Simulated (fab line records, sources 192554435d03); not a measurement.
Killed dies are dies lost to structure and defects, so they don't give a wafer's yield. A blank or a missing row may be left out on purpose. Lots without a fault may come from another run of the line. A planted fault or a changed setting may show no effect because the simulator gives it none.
fab line records | flow n5_finfet
record lots=7 wafers=21
route steps=1938 shown ZERO_LAYER@4 WELL_APT@25 FIN_SAQP@125 FIN_CUT@169 SD_EPI_N@288 SD_EPI_P@321
start_h: hours from the record's first day to the start of the lot's first wafer shown | wait_h: hours since the lot's step before | " the same as in the row above | L1.1+2: a row that stands for several wafers | - no value, or no start given | * or withheld: withheld | < > ~ a bound
route shown NAME@n: a module of which the file shows steps, and the number in the route of the first | usual: mean/standard deviation of fault-free wafers | same: alike in all rows | chamber/n: place in a boat | sites: the reading at each site | _std_site: their standard deviation | _edge_site: outer sites' mean less inner sites' | radius_mm: how far each site lies from the wafer's centre | mask NAME#n: copy n | behind: the tool/chamber that last shaped the wafer | hold: why the lot was held/for how many hours/how that ended | device: the transistor (n, p or np) that didn't switch | end of line: the same wafers' tests at the end of the route | a step without rows: its recipe alone | killed: dies lost to structure and defects at the first sort, not the wafer's yield | map: a wafer's dies, x killed, . not, _ none there
set.NAME: the setting as run; set.NAME@STEP: as run at that earlier step | model.NAME: the simulator's own value behind a step, which no gauge read
lots whose settings were changed on purpose; a table a step, a row a wafer
## steps
# step N5_ZERO_LAYER_PECVD_02
# recipe material=SiO2 target_thk_a=100 temp_c=400 precursor=SiH4/N2O pressure_torr=0.75 rf_w=275 time_s=6
# columns lot.wafer tool chamber start_h wait_h set.time_s model.SiO2_of_ZERO_LAYER_PECVD_02.thk_nm
L074.1 pecvd-01 2 12.29 0.0 6 9.68
L074.5 " 0 " " 5.286 9.032
L074.6 " 2 " " 6 9.856
L075.3 pecvd-03 0 18.28 0.0 6.789 11.53
L075.4 " 0 " " 6 10.44
L075.5 " 2 " " 6.789 11.29
L080.1 pecvd-01 2 48.28 0.0 6.656 10.9
L080.2 " 1 " " 6 9.842
L080.3 " 0 " " 6 10.17
L084.2 pecvd-03 1 72.28 0.0 6 9.986
L084.3 " 0 " " 6 10.14
L084.5 " 1 " " 6 10.12
L089.2 pecvd-01 2 102.28 0.0 6 9.737
L089.5 " 1 " " 5.669 9.602
L089.6 " 2 " " 5.669 9.603
L091.4 pecvd-01 1 114.31 0.1 5.433 9.198
L091.5 " 0 " " 6 10.23
L091.6 " 2 " " 6 9.989
L095.3 pecvd-03 1 138.47 0.0 6 10.03
L095.4 " 2 " " 6.275 10.6
L095.5 " 0 " " 6 10.57
# step N5_ZERO_LAYER_COAT_05
# recipe spin_rpm=1500 resist_thk_nm=1000
# columns lot.wafer tool chamber start_h wait_h set.spin_rpm model.coat_of_ZERO_LAYER_COAT_05.thk_nm
L074.1 litho_track-02 0 - - 1354 1052
L074.5 " 0 " " 1500 1003
L074.6 " 0 " " 1500 1006
L075.3 litho_track-02 0 - - 1500 997.7
L075.4 " 0 " " 1500 996.7
L075.5 " 0 " " 1355 1052
L080.1 litho_track-03 0 - - 1500 1001
L080.2 " 0 " " 1500 1000
L080.3 " 0 " " 1500 1002
L084.2 litho_track-02 0 - - 1500 999
L084.3 " 0 " " 1500 999.4
L084.5 " 0 " " 1500 1000
L089.2 litho_track-02 0 - - 1365 1048
L089.5 " 0 " " 1500 999.5
L089.6 " 0 " " 1500 998.8
L091.4 litho_track-03 0 - - 1500 1004
L091.5+6 " 0 " " 1452 1020
L095.3 litho_track-03 0 - - 1500 999.9
L095.4 " 0 " " 1500 996.7
L095.5 " 0 " " 1623 961.4
# step N5_ZERO_LAYER_EBR_07
# recipe solvent=PGMEA ebr_width_mm=1.5
# step N5_ZERO_LAYER_SOFTBAKE_06
# recipe temp_c=100 time_s=90
# step N5_ZERO_LAYER_ETCH_17
# recipe chemistry=CF4 target=SiO2 target_depth_a=120 time_s=13.3 ion_energy_ev=350 pressure_mtorr=40 source_w=450 bias_w=215 Ar_flow_sccm=100 cf4_flow_sccm=100
# step N5_ZERO_LAYER_ETCH_18
# recipe chemistry=HBr/Cl2 target=Si target_depth_a=1200 time_s=40 pressure_mtorr=10 icp_w=800 bias_w=75 HBr_flow_sccm=150 Cl2_flow_sccm=80
# step N5_ZERO_LAYER_STRIP_24
# recipe chemistry=O2 power_w=1000 temp_c=250 overash_fraction=0.3 pressure_mtorr=1000 o2_flow_sccm=6750
# usual strip_time_to_endpoint_s=43.84/0.095
# columns lot.wafer tool chamber start_h wait_h set.spin_rpm@ZERO_LAYER_COAT_05 strip_time_to_endpoint_s
L074.1 plasma_asher-02 1 13.02 0.1 1354 45.39
L074.5 " 1 " " 1500 43.90
L074.6 " 0 " " 1500 44.00
L075.3 plasma_asher-02 0 18.91 0.1 1500 43.79
L075.4 " 1 " " 1500 43.74
L075.5 " 0 " " 1355 45.40
L080.1 plasma_asher-02 1 49.02 0.1 1500 43.86
L080.2 " 0 " " 1500 43.84
L080.3 " 1 " " 1500 43.88
L084.2 plasma_asher-02 1 72.90 0.1 1500 43.81
L084.3 " 1 " " 1500 43.80
L084.5 " 1 " " 1500 43.83
L089.2 plasma_asher-02 1 103.04 0.1 1365 45.30
L089.5 " 1 " " 1500 43.85
L089.6 " 0 " " 1500 43.83
L091.4 plasma_asher-02 1 115.04 0.1 1500 43.91
L091.5 " 0 " " 1452 44.43
L091.6 " 1 " " 1452 44.44
L095.3 plasma_asher-02 1 139.22 0.1 1500 43.86
L095.4 " 0 " " 1500 43.74
L095.5 " 0 " " 1623 42.69
# step N5_WELL_APT_PEB_06
# recipe peb_temp_c=130 peb_time_s=90
# columns lot.wafer tool chamber start_h wait_h set.peb_time_s
L074.1 litho_track-01 0 13.69 0.1 75.21
L074.5+6 " 0 " " 90
L075.3+4+5 litho_track-02 0 19.57 0.0 78.78
L080.1+2+3 litho_track-05 0 49.57 0.1 108.2
L084.2+3+5 litho_track-01 0 73.45 0.0 90
L089.2+6 litho_track-02 0 103.72 0.0 90
L089.5 " 0 " " 101.5
L091.4+5+6 litho_track-02 0 115.57 0.0 90
L095.3+5 litho_track-02 0 139.88 0.0 84.34
L095.4 " 0 " " 90
# step N5_WELL_APT_DEVELOP_07
# recipe develop_time_s=45 rinse_liquid=surfactant_rinse dry=air_spin dev_temp_c=21
# step N5_WELL_APT_HARDBAKE_12
# recipe temp_c=130 time_s=120
# step N5_WELL_APT_DESCUM_13
# recipe chemistry=O2 time_s=7.9 source_power_w=50 bias_power_w=20 pressure_mtorr=20 rf_frequency_hz=2.712e+07 temp_c=40 o2_flow_sccm=225
# columns lot.wafer tool chamber start_h wait_h set.peb_time_s@WELL_APT_PEB_06 model.WELL_APT.cd_nm
L074.1 rie_diel-05 1 14.37 0.5 75.21 194.1
L074.5 " 2 " " 90 199.3
L074.6 " 3 " " 90 201.7
L075.3 rie_diel-04 1 19.77 0.0 78.78 197.7
L075.4 " 3 " " 78.78 197
L075.5 " 3 " " 78.78 194.6
L080.1 rie_diel-05 0 49.87 0.1 108.2 202.8
L080.2 " 3 " " 108.2 205
L080.3 " 2 " " 108.2 205.1
L084.2+5 rie_diel-04 0,3 73.65 0.0 90 199.2
L084.3 " 3 " " 90 198.8
L089.2 rie_diel-03 0 104.51 0.6 90 199.9
L089.5 " 3 " " 101.5 207.6
L089.6 " 0 " " 90 201
L091.4 rie_diel-04 2 115.77 0.0 90 198.8
L091.5 " 1 " " 90 201.4
L091.6 " 0 " " 90 202.6
L095.3 rie_diel-05 0 140.14 0.1 84.34 200.9
L095.4 " 1 " " 90 202.1
L095.5 " 2 " " 84.34 199.1
# step N5_WELL_APT_COAT_19
# recipe spin_rpm=1357 resist_thk_nm=950
# columns lot.wafer tool chamber start_h wait_h set.spin_rpm model.coat_of_WELL_APT_COAT_19.thk_nm
L074.1 litho_track-05 0 - - 1357 951.7
L074.5 " 0 " " 1357 954.2
L074.6 " 0 " " 1357 949
L075.3 litho_track-01 0 - - 1357 952.6
L075.4 " 0 " " 1467 916.2
L075.5 " 0 " " 1467 917.1
L080.1 litho_track-02 0 - - 1406 928.8
L080.2 " 0 " " 1357 948.9
L080.3 " 0 " " 1357 947.5
L084.2 litho_track-01 0 - - 1357 948.7
L084.3 " 0 " " 1357 949.5
L084.5 " 0 " " 1357 952
L089.2 litho_track-01 0 - - 1357 956.3
L089.5 " 0 " " 1357 953.5
L089.6 " 0 " " 1451 925.1
L091.4 litho_track-01 0 - - 1357 949.3
L091.5 " 0 " " 1254 985.8
L091.6 " 0 " " 1254 990.1
L095.3 litho_track-02 0 - - 1357 949.3
L095.4 " 0 " " 1357 948.4
L095.5 " 0 " " 1357 948.1
# step N5_FIN_SAQP_SPACER1_ALD_24
# recipe material=SiO2 target_thk_a=203 temp_c=300 ald_precursor_family=BDEAS ald_co_reactant=O2-plasma pulse_time_s=1 purge_time_s=2 co_reactant_purge_time_s=2 ald_cycles=218 pressure_torr=2
# columns lot.wafer tool chamber start_h wait_h set.ald_cycles model.SiO2_of_FIN_SAQP_SPACER1_ALD_24.thk_nm
L074.1+6 ald_sin-03 2,3 24.04 0.6 233 21.8
L074.5 " 2 " " 218 20.2
L075.3+4 ald_sin-04 0,2 28.79 0.1 218 20.2
L075.5 " 1 " " 218 20.4
L080.1+2+3 ald_sin-02 3,2,1 58.53 0.3 218 20.4
L084.2 ald_sin-04 1 83.85 1.0 218 20.6
L084.3+5 " 0 " " 218 20.2
L089.2 ald_sin-02 1 115.64 0.4 237 22.2
L089.5 " 2 " " 218 20.2
L089.6 " 1 " " 237 22
L091.4+5 ald_sin-02 0,2 125.23 0.5 244 22.8
L091.6 " 1 " " 218 20.4
L095.3+4 ald_sin-02 3,0 151.09 0.1 240 22.4
L095.5 " 0 " " 218 20.2
# step N5_FIN_SAQP_SPACER1_ETCHBACK_25
# recipe chemistry=CHF3/O2 mode=anisotropic_etchback target=SiO2 target_depth_a=244 time_s=12.2 pressure_mtorr=30 source_w=650 bias_w=170 Ar_flow_sccm=200 CHF3_flow_sccm=50 O2_flow_sccm=5 ion_energy_ev=200
# step N5_FIN_SAQP_MANDREL1_REMOVE_56
# recipe chemistry=HBr/Cl2/O2 bt_time_s=10 target=a-Si stop_on=SiNx endpoint=OES-SiCl over_etch_frac=1 icp_w=600 bias_w=22 HBr_flow_sccm=150 Cl2_flow_sccm=80 O2_flow_sccm=5 pressure_mtorr=10
# columns lot.wafer tool chamber start_h wait_h set.ald_cycles@FIN_SAQP_SPACER1_ALD_24 model.FIN_SAQP.cd_nm
L074.1+6 rie_si-05 2,0 24.84 0.1 233 21.8
L074.5 " 3 " " 218 20.4
L075.3+4+5 rie_si-05 3,1,0 29.59 0.1 218 20.2
L080.1 rie_si-05 3 59.33 0.1 218 20.4
L080.2 " 2 " " 218 20.2
L080.3 " 1 " " 218 20.6
L084.2 rie_si-01 3 84.65 0.1 218 20.6
L084.3 " 0 " " 218 20.4
L084.5 " 1 " " 218 20.2
L089.2 rie_si-01 1 116.45 0.1 237 22.2
L089.5 " 0 " " 218 20.2
L089.6 " 3 " " 237 22
L091.4+5 rie_si-01 0,1 125.69 0.1 244 22.8
L091.6 " 0 " " 218 20.4
L095.3 rie_si-06 0 151.93 0.1 240 22.4
L095.4 " 2 " " 240 22.6
L095.5 " 2 " " 218 20.4
# step N5_FIN_SAQP_CD_MEAS_27
# recipe target_cd_nm=20 landing_energy_ev=1000 detector=se_inlens polarity=line
# usual cd_nm=20.34/0.23
# columns lot.wafer tool chamber start_h wait_h set.ald_cycles@FIN_SAQP_SPACER1_ALD_24 cd_nm
L074.1 cd_sem-03 0 24.95 0.1 233 21.59
L074.5 " 0 " " 218 20.23
L074.6 " 0 " " 233 21.89
L075.3 cd_sem-02 0 29.71 0.1 218 20.25
L075.4 " 0 " " 218 19.96
L075.5 " 0 " " 218 20.09
L080.1 cd_sem-01 0 59.44 0.1 218 19.99
L080.2 " 0 " " 218 20.26
L080.3 " 0 " " 218 20.54
L084.2 cd_sem-02 0 84.76 0.1 218 20.22
L084.3 " 0 " " 218 20.52
L084.5 " 0 " " 218 20.18
L089.2 cd_sem-02 0 116.56 0.1 237 22.02
L089.5 " 0 " " 218 19.99
L089.6 " 0 " " 237 22.01
L091.4 cd_sem-01 0 125.81 0.1 244 22.56
L091.5 " 0 " " 244 22.96
L091.6 " 0 " " 218 20.39
L095.3 cd_sem-02 0 152.05 0.1 240 22.43
L095.4 " 0 " " 240 22.58
L095.5 " 0 " " 218 20.59
# step N5_FIN_CUT_ETCH_21
# recipe chemistry=N2/H2 target=SOC target_depth_a=2190 overetch_a=438 mask_material=SiARC temp_c=40 ion_energy_ev=100 bias_w=61 time_s=523.5 pressure_mtorr=30 source_w=850 n2_flow_sccm=200 h2_flow_sccm=200
# columns lot.wafer tool chamber start_h wait_h set.time_s model.SiARC_of_FIN_CUT_COAT_19.thk_nm
L074.1+5 rie_diel-01 2 27.73 0.0 523.5 12.2
L074.6 " 3 " " 437.8 13.4
L075.3 rie_diel-01 2 32.47 0.0 456.4 13.2
L075.4 " 0 " " 523.5 11.8
L075.5 " 2 " " 456.4 13
L080.1+3 rie_diel-06 2,1 62.20 0.0 459.7 13
L080.2 " 3 " " 523.5 11.8
L084.2+3 rie_diel-06 1,3 87.41 0.0 523.5 12
L084.5 " 2 " " 523.5 11.8
L089.2+6 rie_diel-02 2,0 119.23 0.0 523.5 11.8
L089.5 " 1 " " 599.3 10.2
L091.4 rie_diel-06 0 128.71 0.2 451.2 13.2
L091.5 " 1 " " 451.2 13
L091.6 " 3 " " 523.5 11.6
L095.3 rie_diel-01 3 155.79 0.0 456.1 13.4
L095.4 " 0 " " 523.5 12
L095.5 " 0 " " 456.1 13
# step N5_FIN_CUT_CUT_ETCH_15
# recipe chemistry=HBr/Cl2/O2 target=Si target_depth_a=1000 bt_time_s=10 mask_material=SOC time_s=42.4 ion_energy_ev=* bias_w=* pressure_mtorr=10 icp_w=800 HBr_flow_sccm=150 Cl2_flow_sccm=80 O2_flow_sccm=12
# columns lot.wafer tool chamber start_h wait_h set.time_s model.etch.depth_nm model.FIN_CUT.feature_depth_nm model.SOC_of_FIN_CUT_COAT_18.thk_nm
L074.1 rie_si-02 1 28.27 0.1 42.4 101.5 101.6 170.8
L074.5 " 2 " " 42.4 100.8 100.8 170.8
L074.6 " 3 " " 47.97 113.8 113.8 166
L075.3 rie_si-03 2 33.01 0.0 46.25 108.6 108.6 169.4
L075.4 " 1 " " 42.4 99.07 99 172
L075.5 " 1 " " 42.4 98.84 98.8 172
L080.1 rie_si-03 3 62.73 0.1 45.16 105.8 105.8 168.4
L080.2 " 0 " " 42.4 104.1 104 169.6
L080.3 " 1 " " 42.4 99.76 99.8 170.6
L084.2 rie_si-02 1 87.95 0.1 42.4 100.6 100.6 170.4
L084.3 " 0 " " 42.4 102 102 169.2
L084.5 " 1 " " 42.4 101.3 101.4 170
L089.2 rie_si-04 2 119.77 0.1 42.4 99.81 99.8 170
L089.5 " 1 " " 42.4 99.39 99.4 170.8
L089.6 " 2 " " 42.4 99.68 99.6 171.6
L091.4 rie_si-04 3 129.09 0.0 48.6 111.4 111.4 165.2
L091.5 " 3 " " 42.4 96.02 96 170.6
L091.6 " 0 " " 48.6 114 114 164.4
L095.3 rie_si-04 0 156.33 0.0 42.4 99.56 99.6 170.8
L095.4 " 3 " " 34.95 79.29 79.2 178.4
L095.5 " 3 " " 42.4 96.64 96.6 171.8
# step N5_FIN_CUT_CUT_ETCH_28
# recipe chemistry=HBr/Cl2/O2 target=Si target_depth_a=60 mask_material=SOC time_s=2.4 ion_energy_ev=* bias_w=* pressure_mtorr=10 icp_w=800 HBr_flow_sccm=150 Cl2_flow_sccm=80 O2_flow_sccm=12
# columns lot.wafer tool chamber start_h wait_h set.time_s@FIN_CUT_CUT_ETCH_15 model.SOC_of_FIN_CUT_COAT_18.thk_nm
L074.1 rie_si-02 1 28.32 0.0 42.4 169
L074.5 " 2 " " 42.4 169.2
L074.6 " 3 " " 47.97 164.2
L075.3 rie_si-03 2 33.06 0.0 46.25 167.6
L075.4 " 1 " " 42.4 170.2
L075.5 " 1 " " 42.4 170.4
L080.1 rie_si-03 3 62.79 0.0 45.16 166.8
L080.2 " 0 " " 42.4 167.8
L080.3 " 1 " " 42.4 169
L084.2 rie_si-02 1 88.00 0.0 42.4 168.6
L084.3 " 0 " " 42.4 167.6
L084.5 " 1 " " 42.4 168.2
L089.2 rie_si-04 2 119.83 0.0 42.4 168.4
L089.5 " 1 " " 42.4 169.2
L089.6 " 2 " " 42.4 170
L091.4 rie_si-04 3 129.15 0.0 48.6 163.6
L091.5 " 3 " " 42.4 168.8
L091.6 " 0 " " 48.6 162.8
L095.3 rie_si-04 0 156.38 0.0 42.4 169.2
L095.4 " 3 " " 34.95 176.8
L095.5 " 3 " " 42.4 170.2
# step N5_SD_EPI_N_EPI_21
# recipe material=Si:P dopant=P temp_c=680 pressure_torr=255 time_s=690
# columns lot.wafer tool chamber start_h wait_h set.time_s model.Si-P_of_SD_EPI_N_EPI_21.thk_nm
L074.1 epi_rpcvd-02 0 50.65 0.2 645 56.2
L074.5 " 0 52.14 1.5 690 59.6
L074.6 " 0 " " 645 56.6
L075.3 epi_rpcvd-01 0 55.39 0.7 782 63.4
L075.4 " 0 " " 782 64.4
L075.5 " 0 " " 782 64.2
L080.1 epi_rpcvd-01 0 86.87 0.3 690 59.2
L080.2 " 0 " " 766.1 65.2
L080.3 " 0 " " 690 60.2
L084.2+5 epi_rpcvd-01 0 110.87 0.5 690 58.2
L084.3 " 0 " " 690 58.4
L089.2 epi_rpcvd-02 0 141.70 0.4 559.4 51.2
L089.5 " 0 " " 690 59.2
L089.6 " 0 " " 559.4 51
L091.4 epi_rpcvd-02 0 152.42 0.9 634.5 55.4
L091.5 " 0 " " 634.5 55.6
L091.6 " 0 " " 690 59.2
L095.3 epi_rpcvd-03 0 179.90 1.2 601.2 55
L095.4 " 0 " " 601.2 55.4
L095.5 " 0 " " 690 59.6
# step N5_SD_EPI_N_EPI_MEAS_23
# recipe mode=xrd
# usual thk_nm=59.0/1.1
# columns lot.wafer tool chamber start_h wait_h set.time_s@SD_EPI_N_EPI_21 thk_nm
L074.1 film_metro-02 - 52.93 1.9 645 56.9
L074.5 " - " " 690 60.5
L074.6 " - " " 645 57.0
L075.3 film_metro-02 - 56.56 0.9 782 61.8
L075.4 " - " " 782 65.4
L075.5 " - " " 782 63.0
L080.1 film_metro-02 - 89.91 2.5 690 61.6
L080.2 " - " " 766.1 65.1
L080.3 " - " " 690 61.1
L084.2 film_metro-02 - 112.77 1.5 690 59.2
L084.3 " - " " 690 57.3
L084.5 " - " " 690 57.2
L089.2 film_metro-01 - 143.13 1.2 559.4 50.6
L089.5 " - " " 690 57.4
L089.6 " - " " 559.4 50.7
L091.4 film_metro-01 - 153.30 0.6 634.5 57.7
L091.5 " - " " 634.5 55.0
L091.6 " - " " 690 58.9
L095.3 film_metro-02 - 181.93 1.6 601.2 56.0
L095.4 " - " " 601.2 55.5
L095.5 " - " " 690 58.0
# step N5_SD_EPI_N_PRECLEAN_24
# recipe chemistry=O3/DIW time_s=60 temp_c=22 o3_ppm=10
# step N5_SD_EPI_N_SRD_25
# recipe time_s=30 temp_c=23 rinse_liquid=diw dry=ipa_marangoni
# step N5_SD_EPI_P_EPI_21
# recipe material=SiGe:B dopant=B temp_c=550 pressure_torr=20 ambient=H2 time_s=355
# step N5_SD_EPI_P_HM_STRIP_48
# recipe chemistry=H3PO4 temp_c=160 material=SiNx target=SiNx target_depth_a=30 overetch_fraction=0.3
# columns lot.wafer tool chamber start_h wait_h set.time_s@SD_EPI_N_EPI_21 model.Si-P_of_SD_EPI_N_EPI_21.thk_nm
L074.1 wet_bench-01 6 58.64 0.0 645 55.4
L074.5 " 4 " " 690 59
L074.6 " 0 " " 645 56
L075.3 wet_bench-02 1 62.00 0.0 782 62.8
L075.4 " 5 " " 782 63.6
L075.5 " 4 " " 782 63.4
L080.1 wet_bench-01 2 95.35 0.0 690 58.6
L080.2 " 6 " " 766.1 64.6
L080.3 " 3 " " 690 59.6
L084.2+5 wet_bench-02 7,3 117.32 0.0 690 57.6
L084.3 " 0 " " 690 57.8
L089.2 wet_bench-02 0 148.64 0.1 559.4 50.6
L089.5 " 5 " " 690 58.4
L089.6 " 3 " " 559.4 50.4
L091.4 wet_bench-01 2 157.93 0.0 634.5 54.8
L091.5 " 1 " " 634.5 55
L091.6 " 4 " " 690 58.4
L095.3 wet_bench-06 5 187.28 0.0 601.2 54.2
L095.4 " 7 " " 601.2 54.8
L095.5 " 4 " " 690 59
## key
split step=N5_ZERO_LAYER_PECVD_02 setting=time_s stated=6 by=wafer
response step=N5_ZERO_LAYER_PECVD_02 reading=model.SiO2_of_ZERO_LAYER_PECVD_02.thk_nm change=+0.0733 per=1% r=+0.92
split step=N5_ZERO_LAYER_COAT_05 setting=spin_rpm stated=1500 by=wafer
response step=N5_ZERO_LAYER_COAT_05 reading=model.coat_of_ZERO_LAYER_COAT_05.thk_nm change=-5.15 per=1% r=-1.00
response step=N5_ZERO_LAYER_STRIP_24 reading=strip_time_to_endpoint_s change=* per=1% r=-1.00
split step=N5_WELL_APT_PEB_06 setting=peb_time_s stated=90 by=wafer
response step=N5_WELL_APT_DESCUM_13 reading=model.WELL_APT.cd_nm change=+0.444 per=1% r=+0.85
split step=N5_WELL_APT_COAT_19 setting=spin_rpm stated=1357 by=wafer
response step=N5_WELL_APT_COAT_19 reading=model.coat_of_WELL_APT_COAT_19.thk_nm change=-4.67 per=1% r=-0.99
split step=N5_FIN_SAQP_SPACER1_ALD_24 setting=ald_cycles stated=218 by=wafer
response step=N5_FIN_SAQP_SPACER1_ALD_24 reading=model.SiO2_of_FIN_SAQP_SPACER1_ALD_24.thk_nm change=+0.213 per=1% r=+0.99
response step=N5_FIN_SAQP_MANDREL1_REMOVE_56 reading=model.FIN_SAQP.cd_nm change=+0.207 per=1% r=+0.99
response step=N5_FIN_SAQP_CD_MEAS_27 reading=cd_nm change=+0.206 per=1% r=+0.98
split step=N5_FIN_CUT_ETCH_21 setting=time_s stated=523.5 by=wafer
response step=N5_FIN_CUT_ETCH_21 reading=model.SiARC_of_FIN_CUT_COAT_19.thk_nm change=-0.0961 per=1% r=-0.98
split step=N5_FIN_CUT_CUT_ETCH_15 setting=time_s stated=42.4 by=wafer
response step=N5_FIN_CUT_CUT_ETCH_15 reading=model.etch.depth_nm change=+1.04 per=1% r=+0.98
response step=N5_FIN_CUT_CUT_ETCH_15 reading=model.FIN_CUT.feature_depth_nm change=+1.04 per=1% r=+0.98
response step=N5_FIN_CUT_CUT_ETCH_15 reading=model.SOC_of_FIN_CUT_COAT_18.thk_nm change=-0.375 per=1% r=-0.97
response step=N5_FIN_CUT_CUT_ETCH_28 reading=model.SOC_of_FIN_CUT_COAT_18.thk_nm change=-0.373 per=1% r=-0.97
split step=N5_SD_EPI_N_EPI_21 setting=time_s stated=690 by=wafer
response step=N5_SD_EPI_N_EPI_21 reading=model.Si-P_of_SD_EPI_N_EPI_21.thk_nm change=+0.427 per=1% r=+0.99
response step=N5_SD_EPI_N_EPI_MEAS_23 reading=thk_nm change=* per=1% r=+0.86
response step=N5_SD_EPI_P_HM_STRIP_48 reading=model.Si-P_of_SD_EPI_N_EPI_21.thk_nm change=+0.422 per=1% r=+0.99
